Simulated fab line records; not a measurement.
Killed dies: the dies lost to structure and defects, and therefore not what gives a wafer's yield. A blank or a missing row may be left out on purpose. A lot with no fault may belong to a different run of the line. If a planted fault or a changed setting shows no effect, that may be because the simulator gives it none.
fab line records    flow n5_finfet
record: lots: 7  wafers: 21
route steps=1938 shown BEOL_M6@1212 BEOL_M7@1289 BEOL_M8@1357
start_h: start of the lot's first displayed wafer, in hours after the record's first day    wait_h: hours since the lot's step before    " identical to the entry in the row above    L1.1+2: a row that stands for several wafers    - no value present, or no start provided    * or withheld: withheld    < > ~ a bound
route shown NAME@n: NAME is a module with steps in the file, n the number in the route of the first one    usual: mean and standard deviation over wafers with no fault    same: alike in all rows    chamber/n: place in a boat    sites: each site's reading    _std_site: how widely they spread, as a standard deviation    _edge_site: outer sites' mean less inner sites'    radius_mm: how far each site lies from the wafer's centre    mask NAME#n: copy n    behind: the last tool/chamber to shape the wafer    hold: the reason the lot was held/the length of the hold in hours/how it ended    device: names the non-switching transistor (n, p or np)    end of line: the tests these same wafers got at the end of their route    step lacking rows: just its recipe    killed: dies that structure and defects cost at the first sort, which is not the same as the wafer's yield    map: a wafer's dies, marking killed ones x, the rest . and places with no die _
set.NAME: the setting as run; set.NAME@STEP: as run at that earlier step    model.NAME: the simulator's own value behind a step, which no gauge read
one table per step and one row per wafer, for lots whose settings were changed on purpose
== steps ==
step: N5_BEOL_M6_ETCH_62
recipe: chemistry: N2/H2  target: SOC  target_depth_a: 1100  overetch_a: 220  mask_material: SiARC  temp_c: 40  time_s: 165  ion_energy_ev: 200  pressure_mtorr: 30  source_w: 840  bias_w: 150  n2_flow_sccm: 200  h2_flow_sccm: 200
usual: rf_vpp_V: 524.1/2.5
lot.wafer  tool         chamber  start_h  wait_h  set.bias_w  rf_vpp_V
L080.2     rie_diel-01  3        214.58   0.0     161.1       547.4
L080.3     "            2        "        "       161.1       550.5
L080.4     "            0        "        "       150         524.1
L084.1     rie_diel-01  0        246.96   0.0     150         523.0
L084.3     "            3        "        "       150         523.6
L084.4     "            3        "        "       150         520.9
L091.2     rie_diel-01  0        276.31   0.0     150         525.6
L091.4     "            0        "        "       168.6       563.5
L091.6     "            2        "        "       150         526.1
L093.1     rie_diel-06  0        303.20   0.0     150         526.8
L093.3     "            3        "        "       150         525.4
L093.5     "            3        "        "       150         527.2
L095.1     rie_diel-06  0        306.58   0.0     150         527.3
L095.3     "            3        "        "       150         525.2
L095.6     "            0        "        "       150         526.5
L096.1     rie_diel-05  1        328.62   0.0     133         489.0
L096.2     "            2        "        "       150         528.8
L096.4     "            0        "        "       133         479.2
L097.1     rie_diel-01  2        332.20   0.1     150         525.6
L097.2     "            0        "        "       150         524.3
L097.3     "            2        "        "       150         525.5
step: N5_BEOL_M6_TRENCH_ETCH_37
recipe: chemistry: C4F6/O2  target_depth_a: 944.35  target: SiCOH_lowk  time_s: 31.5  ion_energy_ev: 250  pressure_mtorr: 30  source_w: 345  bias_w: 185  Ar_flow_sccm: 300  C4F6_flow_sccm: 10  O2_flow_sccm: 10
lot.wafer  tool         chamber  start_h  wait_h  set.time_s  model.BEOL_M6.feature_depth_nm  model.etch.depth_nm
L080.2     rie_diel-01  0        -        -       31.5        93                              92.95
L080.3     "            1        "        "       31.5        89.6                            89.63
L080.4     "            2        "        "       31.5        93.6                            93.68
L084.1     rie_diel-05  0        -        -       31.5        93.6                            93.56
L084.3     "            1        "        "       31.5        95.4                            95.43
L084.4     "            3        "        "       31.5        93.4                            93.5
L091.2     rie_diel-06  2        -        -       34.68       103.6                           103.7
L091.4     "            3        "        "       31.5        93.2                            93.21
L091.6     "            1        "        "       34.68       104.6                           104.6
L093.1     rie_diel-06  0        -        -       31.5        91.2                            91.15
L093.3     "            3        "        "       31.5        95.6                            95.56
L093.5     "            1        "        "       25          77                              76.92
L095.1     rie_diel-01  0        -        -       31.5        93.6                            93.69
L095.3     "            2        "        "       31.5        97.2                            97.27
L095.6     "            1        "        "       31.5        91.2                            91.1
L096.1     rie_diel-05  1        -        -       31.5        97.2                            97.11
L096.2     "            0        "        "       29.61       88                              88
L096.4     "            3        "        "       29.61       88.6                            88.69
L097.1     rie_diel-01  3        -        -       31.5        95.4                            95.49
L097.2     "            2        "        "       31.5        96.2                            96.13
L097.3     "            0        "        "       31.5        92                              92.04
step: N5_BEOL_M6_ETCH_41
recipe: chemistry: CH3F/O2  target: SiCN  target_depth_a: 297  taper_deg: 2  time_s: 52  ion_energy_ev: 120  mask_material: TiN  pressure_mtorr: 30  source_w: 395  bias_w: 75  Ar_flow_sccm: 150  CH3F_flow_sccm: 30  O2_flow_sccm: 20
step: N5_BEOL_M6_STRIP_80
recipe: chemistry: N2/H2  time_s: 10  power_w: 450  temp_c: 40  pressure_mtorr: 20  rf_frequency_hz: 6e+07  bias_power_w: 7  n2_flow_sccm: 200  h2_flow_sccm: 200
step: N5_BEOL_M6_OCD_MEAS_38
usual: trench_depth_nm: 93.9/1.9
lot.wafer  tool    chamber  start_h  wait_h  set.time_s@BEOL_M6_TRENCH_ETCH_37  trench_depth_nm
L080.2     ocd-01  -        217.65   -       31.5                               92.8
L080.3     "       -        "        "       31.5                               89.4
L080.4     "       -        "        "       31.5                               94.0
L084.1     ocd-02  -        248.69   -       31.5                               93.5
L084.3     "       -        "        "       31.5                               95.3
L084.4     "       -        "        "       31.5                               93.5
L091.2     ocd-01  -        278.71   -       34.68                              104.0
L091.4     "       -        "        "       31.5                               93.4
L091.6     "       -        "        "       34.68                              104.2
L093.1     ocd-02  -        304.57   -       31.5                               90.7
L093.3     "       -        "        "       31.5                               96.2
L093.5     "       -        "        "       25                                 77.1
L095.1     ocd-02  -        309.69   -       31.5                               93.6
L095.3     "       -        "        "       31.5                               97.2
L095.6     "       -        "        "       31.5                               90.9
L096.1     ocd-01  -        331.48   -       31.5                               97.3
L096.2     "       -        "        "       29.61                              88.1
L096.4     "       -        "        "       29.61                              88.2
L097.1     ocd-01  -        335.22   -       31.5                               95.8
L097.2     "       -        "        "       31.5                               96.1
L097.3     "       -        "        "       31.5                               92.2
step: N5_BEOL_M6_HM_STRIP_39
recipe: chemistry: peroxide_tin_strip  material: TiN  target_depth_a: 250  temp_c: 50  time_s: 158
step: N5_BEOL_M6_SRD_40
recipe: time_s: 30  temp_c: 23  rinse_liquid: diw  dry: ipa_marangoni
step: N5_BEOL_M6_ECD_50
recipe: material: Cu  target_thk_a: 3000
step: N5_BEOL_M6_ANNEAL_51
recipe: temp_c: 225  time_s: 90  ambient: N2
step: N5_BEOL_M6_CMP_52
recipe: stop_on: SiCOH_lowk  t_overpolish_s: 6.9  down_force_psi: 1  platen_rpm: 50  clearing_platen_down_force_psi: 1.5  clearing_platen_rpm: 50  post_cmp_clean: cu_alkaline  target_thk_nm: 80  clearing_platen_pad_velocity_m_s: 0.99484  pad_velocity_m_s: 0.99484
lot.wafer  tool    chamber  start_h  wait_h  set.time_s@BEOL_M6_TRENCH_ETCH_37  model.Cu_of_BEOL_M6_ECD_50.thk_nm
L080.3     cmp-03  0        222.07   0.2     31.5                               75.8
L080.2     "       1        "        "       31.5                               79
L080.4     "       2        "        "       31.5                               78.8
L084.1     cmp-01  0        250.82   0.3     31.5                               80.2
L084.4     "       1        "        "       31.5                               79.4
L084.3     "       2        "        "       31.5                               80.6
L091.2     cmp-04  3        281.39   0.3     34.68                              90
L091.4     "       1        "        "       31.5                               79.4
L091.6     "       2        "        "       34.68                              91
L093.3     cmp-04  2        306.66   0.3     31.5                               80.6
L093.1     "       3        "        "       31.5                               78.4
L093.5     "       0        "        "       25                                 62.4
L095.1     cmp-04  2        312.05   0.4     31.5                               80.6
L095.3     "       3        "        "       31.5                               85
L095.6     "       0        "        "       31.5                               77.8
L096.4     cmp-04  2        333.88   0.1     29.61                              75.2
L096.1     "       3        "        "       31.5                               86
L096.2     "       0        "        "       29.61                              74.4
L097.3     cmp-03  0        337.43   0.2     31.5                               78.4
L097.2     "       1        "        "       31.5                               82.8
L097.1     "       2        "        "       31.5                               80.4
step: N5_BEOL_M6_PRE_CLEAN_55
recipe: gas: NH3  time_s: 15  temp_c: withheld  rf_power_w: 300
step: N5_BEOL_M6_DEP_56
recipe: material: SiCN  target_thk_a: 100  temp_c: withheld  precursor: 3MS/NH3  pressure_torr: 3  rf_w: 202  time_s: 17.5
step: N5_BEOL_M6_RS_MEAS_57
recipe: thk_meas_gauge: four-point-probe  reads: Cu_of_BEOL_M6_ECD_50+Co_of_BEOL_M6_CVD_78+TaN_of_BEOL_M6_ALD_77
usual: M6_RS: 0.288/0.0092
lot.wafer  tool           chamber  start_h  wait_h  set.time_s@BEOL_M6_TRENCH_ETCH_37  M6_RS[ohm/sq]
L080.2     film_metro-02  -        222.45   0.1     31.5                               0.290
L080.3     "              -        "        "       31.5                               0.305
L080.4     "              -        "        "       31.5                               0.291
L084.1     film_metro-02  -        251.21   0.1     31.5                               0.285
L084.3     "              -        "        "       31.5                               0.284
L084.4     "              -        "        "       31.5                               0.290
L091.2     film_metro-02  -        281.77   0.1     34.68                              0.249
L091.4     "              -        "        "       31.5                               0.289
L091.6     "              -        "        "       34.68                              0.247
L093.1     film_metro-01  -        307.01   0.1     31.5                               0.293
L093.3     "              -        "        "       31.5                               0.283
L093.5     "              -        "        "       25                                 0.384
L095.1     film_metro-02  -        312.40   0.1     31.5                               0.284
L095.3     "              -        "        "       31.5                               0.267
L095.6     "              -        "        "       31.5                               0.296
L096.1     film_metro-02  -        334.31   0.1     31.5                               0.263
L096.2     "              -        "        "       29.61                              0.311
L096.4     "              -        "        "       29.61                              0.308
L097.1     film_metro-01  -        337.85   0.1     31.5                               0.284
L097.2     "              -        "        "       31.5                               0.274
L097.3     "              -        "        "       31.5                               0.294
step: N5_BEOL_M7_COAT_71
recipe: resist: underlayer  temp_c: 205  time_s: 60  spin_rpm: 1500  resist_thk_nm: 5
lot.wafer   tool            chamber  start_h  wait_h  set.spin_rpm
L080.2      litho_track-04  0        -        -       1659
L080.3+4    "               0        "        "       1500
L084.1+3+4  litho_track-02  0        -        -       1500
L091.2+4+6  litho_track-02  0        -        -       1500
L093.1+5    litho_track-02  0        -        -       1658
L093.3      "               0        "        "       1500
L095.1+3+6  litho_track-03  0        -        -       1500
L096.1      litho_track-02  0        -        -       1500
L096.2+4    "               0        "        "       1395
L097.1+2+3  litho_track-03  0        -        -       1500
step: N5_BEOL_M7_DESCUM_33
recipe: chemistry: O2  time_s: 7  source_power_w: 50  bias_power_w: 20  pressure_mtorr: 20  rf_frequency_hz: 2.712e+07  temp_c: 40  resist: CAR-EUV  o2_flow_sccm: 225
lot.wafer   tool         chamber  start_h  wait_h  set.time_s  model.CAR-EUV_of_BEOL_M7_COAT_22.thk_nm
L080.2      rie_diel-04  0        226.08   0.2     5.768       26.8
L080.3      "            1        "        "       7           26.2
L080.4      "            3        "        "       5.768       26.6
L084.1+4    rie_diel-02  1,0      255.75   0.2     7           26
L084.3      "            2        "        "       8.126       25.6
L091.2+4+6  rie_diel-03  1,0,2    285.27   0.0     7           25.8
L093.1      rie_diel-02  3        313.98   0.3     7           26.2
L093.3+5    "            2,0      "        "       7           26
L095.1+3+6  rie_diel-03  0,2,0    320.64   0.4     7           26.2
L096.1+4    rie_diel-02  2,3      340.53   0.0     7.511       25.8
L096.2      "            1        "        "       7           26
L097.1+3    rie_diel-04  2,0      341.18   0.0     7           26.2
L097.2      "            3        "        "       7           26
step: N5_BEOL_M7_ETCH_72
recipe: chemistry: N2/H2  target: underlayer  target_depth_a: 65  mask_material: CAR-EUV  time_s: 5.2  ion_energy_ev: 200  pressure_mtorr: 30  source_w: 840  bias_w: 150  n2_flow_sccm: 200  h2_flow_sccm: 200  ends: cleared
lot.wafer  tool         chamber  start_h  wait_h  set.spin_rpm@BEOL_M7_COAT_71  model.etch.depth_nm
L080.2     rie_diel-04  0        226.12   0.0     1659                          4.746
L080.3     "            1        "        "       1500                          5.001
L080.4     "            3        "        "       1500                          5
L084.1+3   rie_diel-02  1,2      255.79   0.0     1500                          4.981
L084.4     "            0        "        "       1500                          4.976
L091.2+6   rie_diel-03  1,2      285.30   0.0     1500                          4.995
L091.4     "            0        "        "       1500                          4.993
L093.1     rie_diel-02  3        314.01   0.0     1658                          4.729
L093.3     "            2        "        "       1500                          4.966
L093.5     "            0        "        "       1658                          4.736
L095.1     rie_diel-03  0        320.67   0.0     1500                          5.007
L095.3     "            2        "        "       1500                          4.993
L095.6     "            0        "        "       1500                          4.977
L096.1     rie_diel-02  2        340.57   0.0     1500                          4.975
L096.2     "            1        "        "       1395                          5.165
L096.4     "            3        "        "       1395                          5.174
L097.1     rie_diel-04  2        341.21   0.0     1500                          5.023
L097.2     "            3        "        "       1500                          4.999
L097.3     "            0        "        "       1500                          4.994
step: N5_BEOL_M8_COAT_64
recipe: resist: SiARC  temp_c: 220  time_s: 60  spin_rpm: 1500  resist_thk_nm: 12
lot.wafer   tool            chamber  start_h  wait_h  set.spin_rpm  model.SiARC_of_BEOL_M8_COAT_64.thk_nm
L080.2+3    litho_track-04  0        -        -       1399          12.4
L080.4      "               0        "        "       1500          12
L084.1      litho_track-04  0        -        -       1500          12
L084.3+4    "               0        "        "       1500          12.2
L091.2+4    litho_track-01  0        -        -       1500          12
L091.6      "               0        "        "       1593          11.8
L093.1+3    litho_track-04  0        -        -       1606          11.6
L093.5      "               0        "        "       1500          12
L095.1+3+6  litho_track-05  0        -        -       1500          12
L096.1+2    litho_track-05  0        -        -       1500          12
L096.4      "               0        "        "       1340          12.6
L097.1+2+3  litho_track-05  0        -        -       1500          12
step: N5_BEOL_M8_DESCUM_33
recipe: chemistry: O2  time_s: 7  source_power_w: 50  bias_power_w: 20  pressure_mtorr: 20  rf_frequency_hz: 2.712e+07  temp_c: 40  resist: CAR-EUV  o2_flow_sccm: 225
lot.wafer   tool         chamber  start_h  wait_h  set.time_s  model.CAR-EUV_of_BEOL_M8_COAT_22.thk_nm
L080.2+3+4  rie_diel-06  1,2,3    236.26   0.0     7           26
L084.1+3    rie_diel-01  0,1      265.22   0.2     7           26.2
L084.4      "            2        "        "       6.346       26.6
L091.2+4    rie_diel-06  3        293.71   0.0     7           26.2
L091.6      "            0        "        "       7.917       25.8
L093.1+3+5  rie_diel-05  1,0,0    320.28   0.0     7           26.2
L095.1      rie_diel-01  3        330.97   0.0     7           26.2
L095.3+6    "            2,3      "        "       8.524       25.4
L096.1+4    rie_diel-06  1,2      353.58   0.2     6.514       26.2
L096.2      "            3        "        "       7           26.2
L097.1      rie_diel-05  0        354.96   0.0     7           26.2
L097.2+3    "            3,1      "        "       7           26
step: N5_BEOL_M8_ETCH_72
recipe: chemistry: N2/H2  target: underlayer  target_depth_a: 65  mask_material: CAR-EUV  time_s: 5.2  ion_energy_ev: 200  pressure_mtorr: 30  source_w: 840  bias_w: 150  n2_flow_sccm: 200  h2_flow_sccm: 200  ends: cleared
lot.wafer   tool         chamber  start_h  wait_h  set.time_s@BEOL_M8_DESCUM_33  model.CAR-EUV_of_BEOL_M8_COAT_22.thk_nm
L080.2+4    rie_diel-06  1,3      236.29   0.0     7                             20.4
L080.3      "            2        "        "       7                             20.2
L084.1+3    rie_diel-01  0,1      265.26   0.0     7                             20.4
L084.4      "            2        "        "       6.346                         20.8
L091.2      rie_diel-06  3        293.75   0.0     7                             20.4
L091.4      "            3        "        "       7                             20.6
L091.6      "            0        "        "       7.917                         20
L093.1+3+5  rie_diel-05  1,0,0    320.32   0.0     7                             20.4
L095.1      rie_diel-01  3        331.00   0.0     7                             20.4
L095.3+6    "            2,3      "        "       8.524                         19.6
L096.1+4    rie_diel-06  1,2      353.61   0.0     6.514                         20.6
L096.2      "            3        "        "       7                             20.4
L097.1+2    rie_diel-05  0,3      355.00   0.0     7                             20.4
L097.3      "            1        "        "       7                             20.2
step: N5_BEOL_M8_ETCH_65
recipe: chemistry: CF4  target: SiARC  target_depth_a: 156  mask_material: CAR-EUV  time_s: 26  ion_energy_ev: 80  pressure_mtorr: 40  source_w: 545  bias_w: 36  Ar_flow_sccm: 100  cf4_flow_sccm: 100  ends: cleared
lot.wafer  tool         chamber  start_h  wait_h  set.spin_rpm@BEOL_M8_COAT_64  model.etch.depth_nm
L080.2+3   rie_diel-06  1,2      236.31   0.0     1399                          12.47
L080.4     "            3        "        "       1500                          12.05
L084.1     rie_diel-01  0        265.28   0.0     1500                          12.09
L084.3+4   "            1,2      "        "       1500                          12.12
L091.2     rie_diel-06  3        293.77   0.0     1500                          12.02
L091.4     "            3        "        "       1500                          12.09
L091.6     "            0        "        "       1593                          11.74
L093.1     rie_diel-05  1        320.33   0.0     1606                          11.63
L093.3     "            0        "        "       1606                          11.69
L093.5     "            0        "        "       1500                          12.08
L095.1     rie_diel-01  3        331.02   0.0     1500                          11.95
L095.3+6   "            2,3      "        "       1500                          11.97
L096.1     rie_diel-06  1        353.63   0.0     1500                          11.98
L096.2     "            3        "        "       1500                          11.97
L096.4     "            2        "        "       1340                          12.68
L097.1+2   rie_diel-05  0,3      355.02   0.0     1500                          12.01
L097.3     "            1        "        "       1500                          12.02
== key ==
split: step: N5_BEOL_M6_ETCH_62  setting: bias_w  stated: 150  by: wafer
response: step: N5_BEOL_M6_ETCH_62  reading: rf_vpp_V  change: +3.44  per: 1%  r: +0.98
split: step: N5_BEOL_M6_TRENCH_ETCH_37  setting: time_s  stated: 31.5  by: wafer
response: step: N5_BEOL_M6_TRENCH_ETCH_37  reading: model.BEOL_M6.feature_depth_nm  change: +0.89  per: 1%  r: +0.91
response: step: N5_BEOL_M6_TRENCH_ETCH_37  reading: model.etch.depth_nm  change: +0.891  per: 1%  r: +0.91
response: step: N5_BEOL_M6_OCD_MEAS_38  reading: trench_depth_nm  change: +0.889  per: 1%  r: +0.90
response: step: N5_BEOL_M6_CMP_52  reading: model.Cu_of_BEOL_M6_ECD_50.thk_nm  change: +0.944  per: 1%  r: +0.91
response: step: N5_BEOL_M6_RS_MEAS_57  reading: M6_RS  change: -0.00477  per: 1%  r: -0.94
split: step: N5_BEOL_M7_COAT_71  setting: spin_rpm  stated: 1500  by: wafer
response: step: N5_BEOL_M7_ETCH_72  reading: model.etch.depth_nm  change: -0.0239  per: 1%  r: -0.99
split: step: N5_BEOL_M7_DESCUM_33  setting: time_s  stated: 7  by: wafer
response: step: N5_BEOL_M7_DESCUM_33  reading: model.CAR-EUV_of_BEOL_M7_COAT_22.thk_nm  change: -0.0268  per: 1%  r: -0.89
split: step: N5_BEOL_M8_COAT_64  setting: spin_rpm  stated: 1500  by: wafer
response: step: N5_BEOL_M8_COAT_64  reading: model.SiARC_of_BEOL_M8_COAT_64.thk_nm  change: -0.0532  per: 1%  r: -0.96
response: step: N5_BEOL_M8_ETCH_65  reading: model.etch.depth_nm  change: -0.0622  per: 1%  r: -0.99
split: step: N5_BEOL_M8_DESCUM_33  setting: time_s  stated: 7  by: wafer
response: step: N5_BEOL_M8_DESCUM_33  reading: model.CAR-EUV_of_BEOL_M8_COAT_22.thk_nm  change: -0.0338  per: 1%  r: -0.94
response: step: N5_BEOL_M8_ETCH_72  reading: model.CAR-EUV_of_BEOL_M8_COAT_22.thk_nm  change: -0.0372  per: 1%  r: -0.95
